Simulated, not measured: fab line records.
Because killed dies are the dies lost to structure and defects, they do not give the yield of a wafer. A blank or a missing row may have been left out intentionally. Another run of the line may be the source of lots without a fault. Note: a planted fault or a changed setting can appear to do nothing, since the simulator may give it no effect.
fab line records	flow n5-finfet
record lots=8	wafers=24	last-day=16
route steps=1938 shown WELL_APT@46 PMOS_HMC_CHANNEL_EPI@62 BEOL_M4@1111
lots that met no fault: from a run of the same line without faults
start-h: hours from the record's opening day to when the first of the lot's shown wafers began	wait-h: hours since the lot's step before	" same as the row above	L1.1+2: a single row standing in for several wafers	- no value present, or no start provided	* or withheld: withheld	< > ~ a bound
route shown NAME@n: NAME is a module with steps in the file, n the number in the route of the first one	usual: average and standard deviation across the fault-free wafers	same: alike in all rows	chamber/n: place in a boat	sites: the reading at each site	_std_site: standard deviation of those values	_edge_site: mean of outer sites minus mean of inner sites	radius-mm: for every site, how far away it sits from the centre of the wafer	mask NAME#n: copy n	behind: the last tool/chamber to shape the wafer	hold: why the lot was held/for how many hours/how that ended	device: the n, p or np transistor that did not switch	end of line: the same wafers' tests at the end of the route	a step given without rows: its recipe and nothing more	killed: at the first sort, the dies lost to defects and structure; wafer yield is something else	map: shows each die of a wafer: x if killed, . if not, _ if none is there
set.NAME: the setting that was run; set.NAME@STEP: the one run at that earlier step	model.NAME: the simulator's own value behind a step, which no gauge read
route steps across a sampled set of lots; one table per step, one row per wafer
services: when a tool's chamber went out of use (start-h, in hours from the record's first day, below 0 if earlier), for how many hours, and the reason
## steps
# step N5_WELL_APT_DESCUM_30
# recipe chemistry=O2	time-s=7.9	source-power-w=50	bias-power-w=20	pressure-mtorr=20	rf-frequency-hz=2.712e+07	temp-c=40	o2-flow-sccm=225
# usual chamber-pressure-mTorr=19.998/0.022	drypump-motor-current-A=5.7/0.51	o2-flow-sccm=225.1/0.7	oes-product-au=0.76/0.071	rf-fwd-power-W=49.68/0.22	rf-vpp-V=242.9/1.5	showerhead-plenum-p-Torr=2.07/0.075	throttle-valve-pct=20.54/0.15
# same time-s=7.9
lot.wafer	tool	chamber	start-h	wait-h	chamber-pressure-mTorr	drypump-motor-current-A	o2-flow-sccm	oes-product-au	rf-fwd-power-W	rf-hours-counter-h	rf-vpp-V	showerhead-plenum-p-Torr	throttle-valve-pct
L429.1	rie-diel-06	1	44.92	0.2	19.983	5.6	224.8	0.77	50.17	135	240.2	1.94	20.69
L429.3	"	2	"	"	20.004	5.6	225.3	0.70	49.72	236	244.8	2.16	20.48
L429.4	"	3	"	"	20.015	5.1	224.3	0.70	50.00	226	242.8	2.07	20.61
L433.2	rie-diel-05	1	69.11	0.0	20.048	6.1	225.4	0.79	49.67	155	241.8	1.99	20.55
L433.4	"	0	"	"	20.021	5.8	225.2	0.78	49.60	138	243.5	2.10	20.74
L433.5	"	2	"	"	20.020	6.5	224.5	0.85	49.61	-	244.6	2.11	20.26
L434.2	rie-diel-05	1	75.05	0.1	19.993	6.1	226.1	0.77	49.55	158	242.0	1.99	20.57
L434.5	"	0	"	"	19.980	5.7	225.1	0.76	49.72	-	242.6	2.10	20.77
L434.6	"	1	"	"	19.976	6.1	225.3	0.76	49.53	-	241.2	1.99	20.55
L438.3	rie-diel-05	3	99.78	0.0	20.005	5.4	225.1	0.77	49.89	138	244.2	2.10	20.47
L438.5	"	0	"	"	19.990	5.7	225.2	0.75	49.68	-	242.4	2.10	20.77
L438.6	"	3	"	"	19.997	5.4	225.8	0.78	49.94	-	243.2	2.10	20.46
L439.1	rie-diel-04	0	105.31	0.1	20.021	6.1	224.1	0.76	49.65	116	245.2	2.19	20.48
L439.3	"	3	"	"	19.985	4.9	224.7	0.76	49.38	131	242.5	2.02	20.68
L439.4	"	2	"	"	19.989	4.9	224.0	0.72	49.60	181	246.3	2.17	20.50
L442.4	rie-diel-06	2	123.36	0.1	20.017	5.6	225.9	0.94	49.73	-	243.5	2.15	20.22
L442.5	"	0	"	"	19.967	6.4	225.2	0.68	49.74	-	244.8	2.06	20.49
L442.6	"	1	"	"	20.018	5.6	224.0	0.73	49.53	-	240.4	1.93	20.72
L443.3	rie-diel-06	0	129.40	0.0	19.991	6.5	225.6	0.69	50.11	234	242.0	2.06	20.50
L443.4	"	0	"	"	20.010	6.4	224.4	0.69	50.18	-	242.4	2.06	20.50
L443.5	"	2	"	"	19.998	5.6	225.6	0.94	49.62	-	244.9	2.15	20.20
L444.1	rie-diel-04	0	135.72	0.0	20.009	6.0	225.7	0.76	49.63	128	245.7	2.19	20.50
L444.4	"	0	"	"	19.994	6.0	225.4	0.76	49.60	-	245.0	2.19	20.48
L444.6	"	3	"	"	20.001	4.9	226.3	0.74	49.54	-	242.7	2.01	20.70
# step N5_PMOS_HMC_CHANNEL_EPI_EXPOSE_06
# recipe mask-id=PMOS_HMC_BLK	na=1.35	source-shape=conventional	sigma-outer=0.8	polarization=unpolarized	target-cd-nm=240	dose-mj=41
# usual exposure-dose-mJ-cm2=41.15/0.22	stage-vel-mm-s=500.01/0.27
# same sigma-outer=0.8
lot.wafer	tool	chamber	start-h	wait-h	mask	exposure-dose-mJ-cm2	stage-vel-mm-s
L429.1	arfi-scanner-01	0	46.75	-	PMOS_HMC_BLK#0	41.38	499.98
L429.3	"	0	"	"	PMOS_HMC_BLK#0	41.41	500.33
L429.4	"	0	"	"	PMOS_HMC_BLK#0	41.43	500.03
L433.2	arfi-scanner-01	0	71.27	-	PMOS_HMC_BLK#0	41.51	499.60
L433.4	"	0	"	"	PMOS_HMC_BLK#0	41.47	499.92
L433.5	"	0	"	"	PMOS_HMC_BLK#0	41.51	499.93
L434.2	arfi-scanner-01	0	77.21	-	PMOS_HMC_BLK#0	40.55	499.83
L434.5	"	0	"	"	PMOS_HMC_BLK#0	40.58	500.03
L434.6	"	0	"	"	PMOS_HMC_BLK#0	40.53	499.81
L438.3	arfi-scanner-03	0	101.82	-	PMOS_HMC_BLK#0	40.98	499.58
L438.5	"	0	"	"	PMOS_HMC_BLK#0	40.99	499.78
L438.6	"	0	"	"	PMOS_HMC_BLK#0	40.93	499.83
L439.1	arfi-scanner-02	0	107.42	-	PMOS_HMC_BLK#0	40.97	499.41
L439.3	"	0	"	"	PMOS_HMC_BLK#0	41.00	499.71
L439.4	"	0	"	"	PMOS_HMC_BLK#0	41.01	499.72
L442.4	arfi-scanner-03	0	125.53	-	PMOS_HMC_BLK#0	40.89	500.26
L442.5	"	0	"	"	PMOS_HMC_BLK#0	40.96	499.83
L442.6	"	0	"	"	PMOS_HMC_BLK#0	40.94	500.05
L443.3	arfi-scanner-02	0	131.39	-	PMOS_HMC_BLK#0	41.03	499.98
L443.4	"	0	"	"	PMOS_HMC_BLK#0	41.02	500.15
L443.5	"	0	"	"	PMOS_HMC_BLK#0	41.01	499.97
L444.1	arfi-scanner-03	0	138.31	-	PMOS_HMC_BLK#0	41.06	499.90
L444.4	"	0	"	"	PMOS_HMC_BLK#0	40.97	500.16
L444.6	"	0	"	"	PMOS_HMC_BLK#0	41.02	500.01
# step N5_PMOS_HMC_CHANNEL_EPI_ETCH_32
# recipe chemistry=N2/H2	target=BARC	stop-on=SiO2	target-depth-a=858	over-etch-frac=0.3	time-s=50.3	ion-energy-ev=200	mask-material=CAR-ArF-block	pressure-mtorr=30	source-w=840	bias-w=150	n2-flow-sccm=200	h2-flow-sccm=200
# usual bias-w=150.0/0.43	chamber-pressure-mTorr=30.000/0.029	drypump-motor-current-A=5.6/0.47	n2-flow-sccm=200.0/0.63	oes-product-au=0.68/0.053	rf-fwd-power-W=830/4	rf-vpp-V=525.1/3	showerhead-plenum-p-Torr=2.59/0.11	throttle-valve-pct=17.92/0.21
# same time-s=50.3
lot.wafer	tool	chamber	start-h	wait-h	bias-w	chamber-pressure-mTorr	drypump-motor-current-A	n2-flow-sccm	oes-product-au	rf-fwd-power-W	rf-hours-counter-h	rf-vpp-V	showerhead-plenum-p-Torr	throttle-valve-pct
L429.1	rie-diel-03	3	47.75	0.0	150.0	30.005	5.8	199.6	0.70	825	66	528.1	2.69	17.91
L429.3	"	1	"	"	150.2	29.972	5.2	200.4	0.66	825	115	525.7	2.55	18.06
L429.4	"	2	"	"	150.4	30.037	6.4	200.6	0.67	822	116	526.8	2.67	17.70
L433.2	rie-diel-03	0	71.51	0.0	150.1	29.976	5.3	200.0	0.65	828	145	523.8	2.53	17.98
L433.4	"	2	"	"	149.5	30.000	6.5	200.6	0.65	826	125	526.9	2.67	17.72
L433.5	"	1	"	"	149.9	30.057	5.2	200.3	0.65	826	-	525.3	2.55	18.07
L434.2	rie-diel-03	1	77.61	0.0	150.2	29.978	5.2	199.9	0.66	827	123	524.4	2.55	18.09
L434.5	"	3	"	"	150.8	30.009	5.9	200.7	0.69	834	-	527.4	2.69	17.90
L434.6	"	0	"	"	149.6	29.982	5.3	200.6	0.65	826	-	523.9	2.53	17.96
L438.3	rie-diel-01	3	102.18	0.0	150.2	30.030	5.2	198.5	0.66	834	131	524.6	2.55	18.04
L438.5	"	3	"	"	149.6	30.024	5.2	199.5	0.66	833	-	523.8	2.55	18.05
L438.6	"	0	"	"	149.4	29.962	6.1	201.8	0.64	829	-	526.2	2.66	18.03
L439.1	rie-diel-03	0	107.67	0.0	150.1	30.013	5.3	200.2	0.65	827	157	523.9	2.53	18.00
L439.3	"	1	"	"	150.0	30.013	5.2	200.4	0.64	830	133	525.8	2.54	18.11
L439.4	"	2	"	"	149.6	29.946	6.4	200.2	0.65	823	136	526.9	2.66	17.75
L442.4	rie-diel-03	3	125.79	0.0	150.1	29.981	5.8	199.8	0.67	835	92	526.3	2.68	17.96
L442.5	"	2	"	"	150.6	30.017	6.4	200.9	0.65	826	-	527.7	2.66	17.76
L442.6	"	3	"	"	150.1	30.007	5.8	199.8	0.68	835	-	527.4	2.68	17.94
L443.3	rie-diel-02	2	131.87	0.0	149.6	30.034	6.1	199.3	0.68	831	97	518.8	2.34	18.08
L443.4	"	0	"	"	149.8	29.996	5.3	200.0	0.64	836	155	523.6	2.56	18.25
L443.5	"	1	"	"	149.6	29.983	4.9	201.0	0.62	831	-	520.3	2.41	17.49
L444.1	rie-diel-03	1	138.56	0.0	149.8	30.011	5.2	199.9	0.64	823	144	522.6	2.54	18.12
L444.4	"	2	"	"	150.1	30.003	6.4	200.7	0.65	825	147	525.2	2.66	17.77
L444.6	"	0	"	"	150.2	29.962	5.3	200.5	0.64	827	-	523.0	2.52	18.03
# step N5_PMOS_HMC_CHANNEL_EPI_HM_OPEN_15
# recipe chemistry=CHF3/O2	target=SiO2	mask-material=CAR-ArF-block	target-depth-a=406	CHF3_flow_sccm=50	O2_flow_sccm=5	Ar_flow_sccm=200	time-s=20.3	pressure-mtorr=30	source-w=650	bias-w=170	ion-energy-ev=200
# usual bias-w=170.0/0.53	chamber-pressure-mTorr=29.99/0.036	drypump-motor-current-A=5.6/0.47	oes-product-au=0.79/0.063	rf-fwd-power-W=644.4/2.8	rf-vpp-V=523/11	showerhead-plenum-p-Torr=2.46/0.093	throttle-valve-pct=18.98/0.19
# same time-s=20.3
lot.wafer	tool	chamber	start-h	wait-h	bias-w	chamber-pressure-mTorr	drypump-motor-current-A	oes-product-au	rf-fwd-power-W	rf-hours-counter-h	rf-vpp-V	showerhead-plenum-p-Torr	throttle-valve-pct
L429.1	rie-diel-03	3	47.79	0.0	169.9	30.00	5.8	0.82	644.9	66	538	2.53	18.88
L429.3	"	1	"	"	170.6	29.97	5.2	0.76	640.8	115	504	2.43	19.09
L429.4	"	2	"	"	169.3	29.98	6.4	0.78	642.5	116	540	2.52	18.68
L433.2	rie-diel-03	0	71.55	0.0	169.6	30.00	5.3	0.77	642.5	145	510	2.42	19.16
L433.4	"	2	"	"	169.3	30.01	6.4	0.79	641.1	125	540	2.52	18.71
L433.5	"	1	"	"	169.4	30.00	5.2	0.77	641.0	-	506	2.42	19.11
L434.2	rie-diel-03	1	77.65	0.0	169.6	29.97	5.2	0.76	641.6	123	506	2.42	19.11
L434.5	"	3	"	"	169.4	30.04	5.9	0.80	648.1	-	538	2.53	18.88
L434.6	"	0	"	"	169.5	29.99	5.3	0.77	643.0	-	509	2.42	19.17
L438.3	rie-diel-01	3	102.23	0.0	170.3	29.98	5.2	0.79	645.2	131	516	2.43	19.19
L438.5	"	3	"	"	170.2	29.99	5.2	0.78	648.8	-	516	2.43	19.19
L438.6	"	0	"	"	170.0	29.95	6.1	0.73	649.6	-	522	2.50	18.94
L439.1	rie-diel-03	0	107.71	0.0	169.3	29.98	5.3	0.75	642.9	157	509	2.41	19.19
L439.3	"	1	"	"	169.0	29.98	5.2	0.74	643.2	133	503	2.42	19.13
L439.4	"	2	"	"	169.7	29.97	6.5	0.75	638.7	136	541	2.51	18.73
L442.4	rie-diel-03	3	125.84	0.0	170.3	29.98	5.9	0.79	646.7	92	538	2.52	18.89
L442.5	"	2	"	"	169.7	29.95	6.5	0.76	644.4	-	540	2.51	18.72
L442.6	"	3	"	"	170.5	30.04	5.9	0.79	643.8	-	536	2.52	18.91
L443.3	rie-diel-02	2	131.91	0.0	169.8	30.00	6.0	0.80	649.2	97	522	2.24	19.20
L443.4	"	0	"	"	169.9	29.96	5.3	0.75	646.3	155	524	2.42	19.19
L443.5	"	1	"	"	170.3	30.00	4.9	0.71	643.9	-	524	2.31	18.64
L444.1	rie-diel-03	1	138.60	0.0	169.3	29.97	5.2	0.74	641.9	144	505	2.42	19.11
L444.4	"	2	"	"	170.6	30.02	6.4	0.75	638.7	147	540	2.51	18.73
L444.6	"	0	"	"	169.4	29.98	5.3	0.74	644.5	-	509	2.41	19.21
# step N5_BEOL_M4_RC_MEAS_101
# usual DIBL_N=35.9/1.9	DIBL_P=35.8/2.4	IOFF_N=0.15/0.031	IOFF_P=0.21/0.037	ION_N=672/13	ION_P=462/8.3	SS_N=71.5/0.72	SS_P=73.2/0.67	VT_N=250/3.4	VT_P=-250/3.4
lot.wafer	tool	chamber	start-h	wait-h	DIBL_N[mV/V]	DIBL_P[mV/V]	IOFF_N[nA/um]	IOFF_P[nA/um]	ION_N[uA/um]	ION_P[uA/um]	SS_N[mV/dec]	SS_P[mV/dec]	VT_N[mV]	VT_P[mV]
L429.1	prober-01	0	203.11	0.0	35.0	36.6	0.16	0.20	679	461	71.9	73.5	250	-252
L429.3	"	0	"	"	32.6	33.3	0.12	0.16	660	455	71.3	72.5	253	-255
L429.4	"	0	"	"	31.7	31.5	0.10	0.14	651	448	71.0	72.5	256	-254
L433.2	prober-02	0	220.61	0.2	37.3	35.6	0.15	0.20	661	455	72.2	73.8	252	-250
L433.4	"	0	"	"	40.0	39.7	0.20	0.27	683	464	73.4	73.9	248	-249
L433.5	"	0	"	"	34.2	33.6	0.11	0.18	652	455	71.5	72.0	255	-252
L434.2	prober-01	0	225.77	0.2	35.1	35.3	0.13	0.17	665	456	70.7	72.8	253	-254
L434.5	"	0	"	"	33.3	33.8	0.11	0.15	658	457	70.6	73.1	255	-257
L434.6	"	0	"	"	36.9	37.2	0.16	0.20	675	459	72.0	73.7	251	-251
L439.1	prober-01	0	256.16	0.0	38.7	40.9	0.24	0.30	691	472	72.6	73.3	244	-245
L439.3	"	0	"	"	38.1	38.9	0.21	0.25	670	463	72.7	72.8	247	-244
L439.4	"	0	"	"	36.4	37.9	0.17	0.22	684	469	71.6	74.0	251	-247
L438.3	prober-01	0	261.58	0.3	34.7	34.6	0.13	0.18	674	464	70.5	73.1	248	-256
L438.5	"	0	"	"	36.6	36.6	0.15	0.20	669	457	71.8	72.7	251	-250
L438.6	"	0	"	"	36.2	35.9	0.14	0.19	683	465	71.5	72.9	253	-252
L443.3	prober-01	0	276.05	0.3	36.3	34.0	0.16	0.20	682	465	71.4	73.8	250	-250
L443.4	"	0	"	"	33.1	30.0	0.10	0.14	656	453	71.2	72.4	254	-253
L443.5	"	0	"	"	34.3	32.4	0.12	0.17	669	461	70.8	72.6	252	-255
L442.4	prober-01	0	287.27	0.5	35.1	33.9	0.13	0.17	674	463	71.7	72.8	254	-256
L442.5	"	0	"	"	38.3	38.0	0.18	0.23	693	480	71.4	73.7	250	-249
L442.6	"	0	"	"	37.1	36.6	0.16	0.20	674	455	72.0	73.1	251	-253
L444.1	prober-01	0	295.81	0.0	37.3	37.4	0.19	0.26	682	470	71.5	73.0	244	-246
L444.4	"	0	"	"	35.4	36.2	0.16	0.23	676	472	70.8	73.6	247	-248
L444.6	"	0	"	"	35.8	35.8	0.17	0.23	688	471	70.9	72.9	247	-248
## services
tool	chamber	start-h	hours	kind
arfi-scanner-01	-	21.68	6.0	pm
arfi-scanner-02	-	23.42	1.0	pm
arfi-scanner-03	-	24.92	1.3	pm
rie-diel-01	0	25.17	3.3	repair
arfi-scanner-03	-	39.31	1.0	pm
arfi-scanner-03	-	40.31	3.1	pm
arfi-scanner-03	-	43.43	3.9	pm
arfi-scanner-02	-	45.65	0.3	repair
rie-diel-01	-	46.39	15.6	pm
arfi-scanner-03	-	54.05	1.0	pm
rie-diel-03	-	55.82	1.1	repair
rie-diel-03	1	58.99	5.7	repair
arfi-scanner-01	-	65.50	3.1	pm
rie-diel-02	1	66.08	13.3	repair
rie-diel-01	1	70.81	8.1	repair
rie-diel-05	3	71.28	7.9	repair
arfi-scanner-01	-	71.91	0.8	pm
rie-diel-04	-	74.60	3.1	repair
arfi-scanner-02	-	78.91	11.0	repair
rie-diel-06	0	82.55	4.1	repair
arfi-scanner-01	-	88.39	1.5	repair
rie-diel-05	1	93.73	1.5	repair
rie-diel-02	2	100.33	12.5	repair
rie-diel-05	-	130.49	0.3	repair
## key
first-sign step=N5_PMOS_HMC_CHANNEL_EPI_EXPOSE_06	reading=exposure-dose-mJ-cm2	direction=down	sigmas=2.7	usual=41.15	struck=40.55
effect none on later readings
met-at N5_PMOS_HMC_CHANNEL_EPI_EXPOSE_06
struck-lots L434
not-acting-at N5_WELL_APT_DESCUM_30,N5_PMOS_HMC_CHANNEL_EPI_ETCH_32,N5_PMOS_HMC_CHANNEL_EPI_HM_OPEN_15
onset-between 71.27 77.21
fault kind=process-parameter-drift	tool=arfi-scanner-01	chamber=-	onset-h=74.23	steps=N5_PMOS_HMC_CHANNEL_EPI_EXPOSE_06	channel=dose-mj	offset=-0.91335	shape=step	acts-in=these-recipes-only	stated=41
